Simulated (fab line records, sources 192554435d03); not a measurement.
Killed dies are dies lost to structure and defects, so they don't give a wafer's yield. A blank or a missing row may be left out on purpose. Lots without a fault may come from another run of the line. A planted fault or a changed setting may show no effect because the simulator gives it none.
Which tool did it? | flow n5_finfet | 10 lots, 30 wafers sampled, at 5 steps of a route of 1938

WHAT THE GAUGES READ, wafer by wafer
N5_BEOL_M4_OCD_MEAS_38. Usual: trench_depth_nm 55.6 nm, standard deviation 0.78.
lot  | measured     | on     | trench_depth_nm (nm) | flag
L872 | day 7 16:13  | ocd-02 | 53.5 55.5 56.9       |
L875 | day 8 13:45  | ocd-01 | 55.3 54.2 55.9       |
L876 | day 8 14:37  | ocd-01 | 55.6 55.1 56.3       |
L879 | day 9 14:22  | ocd-01 | 57.2 56.7 56.4       |
L884 | day 11 01:01 | ocd-01 | 55.7 55.7 55.3       |
L887 | day 11 06:02 | ocd-01 | 56.4 56.0 55.3       |
L885 | day 11 06:04 | ocd-01 | 53.5 55.4 54.4       |
L886 | day 11 14:37 | ocd-01 | 56.5 55.6 55.6       |
L890 | day 12 12:09 | ocd-01 | 56.2 55.4 55.1       |
L895 | day 13 11:49 | ocd-02 | 55.0 56.9 54.7       |

N5_BEOL_M4_RC_MEAS_101. Usual: DIBL_N 36.5 mV/V, standard deviation 1.4; DIBL_P 36.9 mV/V, standard deviation 1.7; IOFF_N 0.163 nA/um, standard deviation 0.023; IOFF_P 0.22 nA/um, standard deviation 0.032; ION_N 673 uA/um, standard deviation 9; ION_P 462 uA/um, standard deviation 7.5; SS_N 71.6 mV/dec, standard deviation 0.54; SS_P 73.4 mV/dec, standard deviation 0.62; VT_N 249.8 mV, standard deviation 2.8; VT_P -250 mV, standard deviation 3.5.
lot  | measured     | on        | DIBL_N (mV/V)  | DIBL_P (mV/V)  | IOFF_N (nA/um)    | IOFF_P (nA/um) | ION_N (uA/um) | ION_P (uA/um) | SS_N (mV/dec)  | SS_P (mV/dec)  | VT_N (mV)         | VT_P (mV)      | flag
L872 | day 7 20:49  | prober-02 | 35.6 36.6 35.5 | 35.4 36.4 35.4 | 0.143 0.167 0.149 | 0.19 0.20 0.19 | 663 665 674   | 459 450 461   | 71.8 72.1 71.7 | 73.3 73.2 72.7 | 252.3 249.5 251.7 | -255 -253 -255 |
L875 | day 8 18:02  | prober-01 | 36.1 37.7 35.5 | 37.5 39.1 36.7 | 0.159 0.190 0.152 | 0.23 0.27 0.22 | 674 678 677   | 469 469 471   | 71.1 71.6 71.4 | 73.0 73.6 73.6 | 248.9 249.7 253.0 | -247 -248 -252 |
L876 | day 8 20:10  | prober-01 | 37.6 37.0 36.0 | 36.9 35.2 35.0 | 0.182 0.159 0.147 | 0.29 0.25 0.25 | 679 663 675   | 470 466 472   | 71.9 72.1 71.5 | 72.8 73.0 72.7 | 247.3 249.2 251.0 | -242 -245 -243 |
L879 | day 9 18:59  | prober-01 | 36.0 37.8 37.8 | 35.8 37.9 37.7 | 0.153 0.184 0.179 | 0.19 0.22 0.21 | 673 667 684   | 455 450 457   | 72.0 72.8 72.0 | 73.9 73.8 73.6 | 249.3 247.4 245.8 | -253 -251 -253 |
L884 | day 11 05:37 | prober-02 | 37.6 35.4 36.4 | 38.3 34.8 36.9 | 0.190 0.134 0.165 | 0.26 0.19 0.23 | 675 655 686   | 466 447 467   | 71.9 70.7 71.2 | 73.5 72.7 73.6 | 247.7 255.9 248.5 | -248 -253 -251 |
L887 | day 11 10:32 | prober-01 | 37.3 38.3 36.1 | 38.5 39.0 36.6 | 0.196 0.204 0.161 | 0.24 0.25 0.22 | 682 694 687   | 462 464 469   | 71.8 71.9 70.9 | 74.2 74.2 74.0 | 245.1 244.8 248.7 | -249 -248 -249 |
L885 | day 11 10:47 | prober-02 | 37.1 38.6 38.2 | 35.0 37.5 36.8 | 0.147 0.184 0.174 | 0.18 0.22 0.20 | 663 675 683   | 447 455 454   | 71.5 71.8 71.9 | 73.0 74.8 73.5 | 250.5 249.4 248.8 | -255 -252 -253 |
L886 | day 11 18:47 | prober-02 | 36.8 38.4 37.9 | 37.7 39.3 38.4 | 0.165 0.190 0.181 | 0.23 0.27 0.25 | 676 678 676   | 463 470 468   | 71.1 71.7 71.4 | 74.2 73.5 73.5 | 250.1 249.8 249.2 | -249 -246 -249 |
L890 | day 12 16:38 | prober-01 | 37.0 38.6 38.9 | 38.6 40.0 39.9 | 0.158 0.175 0.186 | 0.21 0.22 0.23 | 673 676 676   | 466 457 459   | 71.4 72.2 72.4 | 73.5 73.9 74.1 | 249.6 251.9 250.7 | -250 -253 -251 |
L895 | day 13 15:49 | prober-02 | 37.3 38.3 37.7 | 36.0 37.0 35.6 | 0.184 0.213 0.183 | 0.25 0.29 0.25 | 675 673 673   | 464 460 462   | 71.8 71.7 72.7 | 73.7 74.9 74.1 | 246.7 245.4 249.9 | -246 -246 -247 |

WHICH TOOL RAN EACH LOT (tool, then ch and the chambers of the sampled wafers, then the start)
lot  | N5_BEOL_M4_ANNEAL_80         | N5_BEOL_M4_ANNEAL_82         | N5_BEOL_M4_SPUTTER_86
L872 | pvd_sputter-02, day 7 17:59  | pvd_sputter-02, day 7 18:13  | pvd_sputter-02, day 7 18:21
L875 | pvd_sputter-02, day 8 15:20  | pvd_sputter-02, day 8 15:33  | pvd_sputter-02, day 8 15:41
L876 | pvd_sputter-02, day 8 17:10  | pvd_sputter-02, day 8 17:23  | pvd_sputter-02, day 8 17:32
L879 | pvd_sputter-02, day 9 15:37  | pvd_sputter-02, day 9 15:50  | pvd_sputter-02, day 9 15:59
L884 | pvd_sputter-02, day 11 03:03 | pvd_sputter-02, day 11 03:16 | pvd_sputter-02, day 11 03:25
L887 | pvd_sputter-02, day 11 07:58 | pvd_sputter-02, day 11 08:11 | pvd_sputter-02, day 11 08:20
L885 | pvd_sputter-01, day 11 08:05 | pvd_sputter-01, day 11 08:18 | pvd_sputter-01, day 11 08:26
L886 | pvd_sputter-02, day 11 16:13 | pvd_sputter-02, day 11 16:26 | pvd_sputter-02, day 11 16:34
L890 | pvd_sputter-02, day 12 13:38 | pvd_sputter-02, day 12 13:51 | pvd_sputter-02, day 12 13:59
L895 | pvd_sputter-02, day 13 13:04 | pvd_sputter-02, day 13 13:17 | pvd_sputter-02, day 13 13:25
- N5_BEOL_M4_ANNEAL_80: time 240 s.
- N5_BEOL_M4_ANNEAL_82: time 240 s.
- N5_BEOL_M4_SPUTTER_86: material Cu, target thk 4.5 nm, time 8.29 s.

WHAT THE TOOLS THEMSELVES READ (means of the sampled wafers that have a number; where no wafer has one, the mark that the record gives instead)
N5_BEOL_M4_ANNEAL_80. Usual: heater_power_w 823 W, standard deviation 85; susceptor_temp_C_max 401.0, standard deviation 0.39.
lot  | tool           | heater_power_w (W) | susceptor_temp_C_max | flag
L872 | pvd_sputter-02 | 769                | 401.3                |
L875 | pvd_sputter-02 | 770                | 401.5                |
L876 | pvd_sputter-02 | 830                | 400.9                |
L879 | pvd_sputter-02 | 808                | 401.3                |
L884 | pvd_sputter-02 | 764                | 401.0                |
L887 | pvd_sputter-02 | 837                | 400.8                |
L885 | pvd_sputter-01 | 831                | 400.7                |
L886 | pvd_sputter-02 | 797                | 401.5                |
L890 | pvd_sputter-02 | 831                | 400.9                |
L895 | pvd_sputter-02 | 893                | 400.8                |

N5_BEOL_M4_ANNEAL_82. Usual: heater_power_w 822 W, standard deviation 84; susceptor_temp_C_max 401.0, standard deviation 0.39.
lot  | tool           | heater_power_w (W) | susceptor_temp_C_max | flag
L872 | pvd_sputter-02 | 773                | 401.1                |
L875 | pvd_sputter-02 | 772                | 400.9                |
L876 | pvd_sputter-02 | 831                | 400.8                |
L879 | pvd_sputter-02 | 802                | 401.5                |
L884 | pvd_sputter-02 | 771                | 401.6                |
L887 | pvd_sputter-02 | 820                | 401.1                |
L885 | pvd_sputter-01 | 834                | 400.9                |
L886 | pvd_sputter-02 | 793                | 401.4                |
L890 | pvd_sputter-02 | 829                | 401.0                |
L895 | pvd_sputter-02 | 880                | 400.7                |

N5_BEOL_M4_SPUTTER_86. Usual: chamber_pressure_pa 0.07 Pa, standard deviation 0.00013; chuck_gas_flow_sccm 1.26 sccm, standard deviation 0.053; throttle_valve_pct 29.6 %, standard deviation 1.2.
lot  | tool           | chamber_pressure_pa (Pa) | chuck_gas_flow_sccm (sccm) | throttle_valve_pct (%) | flag
L872 | pvd_sputter-02 | 0.07                     | 1.27                       | 30.4                   |
L875 | pvd_sputter-02 | 0.07                     | 1.33                       | 30.3                   |
L876 | pvd_sputter-02 | 0.07                     | 1.31                       | 29.5                   |
L879 | pvd_sputter-02 | 0.07                     | 1.27                       | 30.5                   |
L884 | pvd_sputter-02 | 0.07                     | 1.28                       | 30.1                   |
L887 | pvd_sputter-02 | -                        | -                          | -                      | OFF
L885 | pvd_sputter-01 | -                        | -                          | -                      | OFF
L886 | pvd_sputter-02 | -                        | -                          | -                      | OFF
L890 | pvd_sputter-02 | 0.07                     | 1.24                       | 29.4                   |
L895 | pvd_sputter-02 | 0.07                     | 1.25                       | 28.7                   |

THE ANSWER, worked out from the rows above alone
Rule: a lot is off if the mean of its wafers that have a number lies more than 3 standard deviations from the usual mean. A lot without any number at a reading at which 4 lots or more have one is off too. The other lots that the step has rows for count as sound. The gauges are gone through in route order, then the tools' own readings, and for those a lot's mean is taken as printed above. The first step at which some lot is off is used, and at that step the reading that is off furthest; a lot without a number counts as furthest.
Off: L887, L885, L886, at N5_BEOL_M4_SPUTTER_86 (chamber_pressure_pa). Without a number there: L887, L885, L886.
A tool fits if, at that step or a process step before it, it ran every lot that is off, and no sound lot after the first of them. None of those tried fits.

WHAT THE SIMULATOR HAD PUT IN
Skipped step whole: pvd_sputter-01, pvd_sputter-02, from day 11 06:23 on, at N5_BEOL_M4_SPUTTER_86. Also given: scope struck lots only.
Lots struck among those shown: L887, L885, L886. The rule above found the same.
